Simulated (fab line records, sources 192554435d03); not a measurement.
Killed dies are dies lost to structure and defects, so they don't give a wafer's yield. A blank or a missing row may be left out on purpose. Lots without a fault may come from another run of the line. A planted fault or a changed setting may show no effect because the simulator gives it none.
Split-lot experiment | flow n5_finfet | 7 lots, 21 wafers read, on a route of 1938 steps

THE SPLIT
At N5_FIN_SAQP_ALD_61 (deposits SiO2, target thk 4 nm, pulse time 1 s, purge time 2 s), the setting ald_cycles was moved away from the recipe's 43 on 8 of the 21 wafers read, by -11.6% to +9.3%. The other wafers ran this setting at the recipe's value.

The reading is taken at the split's own step.

THE READING
SiO2_of_FIN_SAQP_ALD_61.thk_nm (the simulator's own value, which no gauge read), in nm, at N5_FIN_SAQP_ALD_61 (deposits SiO2, target thk 4 nm, pulse time 1 s, purge time 2 s). The file gives no usual value for it. The 13 wafers here that ran the recipe average 4.016 nm, standard deviation 0.013 nm.

wafer  | tool, chamber at the split | ald_cycles as run | against the recipe | SiO2_of_FIN_SAQP_ALD_61.thk_nm, nm | against lot-mates on the recipe
L076.1 | ald_sin-02, 2              | 43                | recipe             | 4.026                              | -
L076.4 | ald_sin-02, 1              | 43                | recipe             | 4.007                              | -
L076.6 | ald_sin-02, 3              | 43                | recipe             | 4.01                               | -
L079.1 | ald_sin-03, 0              | 43                | recipe             | 4.016                              | -
L079.3 | ald_sin-03, 3              | 43                | recipe             | 4.017                              | -
L079.6 | ald_sin-03, 2              | 39                | -9.3%              | 3.641                              | -0.376
L080.1 | ald_sin-03, 1              | 43                | recipe             | 4.032                              | -
L080.3 | ald_sin-03, 2              | 46                | +7.0%              | 4.293                              | +0.262
L080.4 | ald_sin-03, 0              | 43                | recipe             | 4.03                               | -
L082.2 | ald_sin-03, 0              | 47                | +9.3%              | 4.412                              | +0.378
L082.3 | ald_sin-03, 3              | 43                | recipe             | 4.034                              | -
L082.5 | ald_sin-03, 0              | 47                | +9.3%              | 4.39                               | +0.356
L086.2 | ald_sin-02, 3              | 43                | recipe             | 4.002                              | -
L086.3 | ald_sin-02, 0              | 43                | recipe             | 4.034                              | -
L086.5 | ald_sin-02, 2              | 43                | recipe             | 3.998                              | -
L089.2 | ald_sin-02, 1              | 38                | -11.6%             | 3.545                              | no lot-mate on the recipe
L089.4 | ald_sin-02, 3              | 38                | -11.6%             | 3.573                              | no lot-mate on the recipe
L089.6 | ald_sin-02, 3              | 38                | -11.6%             | 3.558                              | no lot-mate on the recipe
L090.1 | ald_sin-03, 2              | 45                | +4.7%              | 4.195                              | +0.192
L090.5 | ald_sin-03, 3              | 43                | recipe             | 4.011                              | -
L090.6 | ald_sin-03, 2              | 43                | recipe             | 3.995                              | -

THE FIT
A straight line over all 21 wafers: SiO2_of_FIN_SAQP_ALD_61.thk_nm changes by +0.04 nm for each +1% of ald_cycles; r = +1.00; the points scatter about the line by 0.013 nm.
The same after taking each lot's own level away (the mean of its wafers on the recipe; 18 wafers): +0.0396 nm for each +1%; r = +1.00; scatter 0.01 nm.
On that fit, the largest move of ald_cycles shifts the reading by 0.46 nm.
The lots' own levels span 4.0030 to 4.0340 nm, that is 2.3 times the standard deviation above.
So the lot-to-lot level changes the slope little: the two slopes agree.
Check: with one of the wafers moved furthest among these (-9.3%) left out of the fit, the line predicts -0.365 nm for it against its lot-mates. It came out at -0.376 nm against them.

OTHER SPLITS ON THESE WAFERS
These wafers also went through other splits before the reading. Each is held against what the fit with the lots' levels taken away leaves over:
other split on the same wafers        | wafers away from the commonest value | r with SiO2_of_FIN_SAQP_ALD_61.thk_nm (lot level and that fit taken away)
N5_WELL_APT_PEB_23 peb_time_s         | 8                                    | -0.15
N5_WELL_APT_DEVELOP_24 develop_time_s | 7                                    | -0.25

THE FILE'S OWN FIT
SiO2_of_FIN_SAQP_ALD_61.thk_nm changes by +0.0395 nm for each +1% of ald_cycles, r = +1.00.
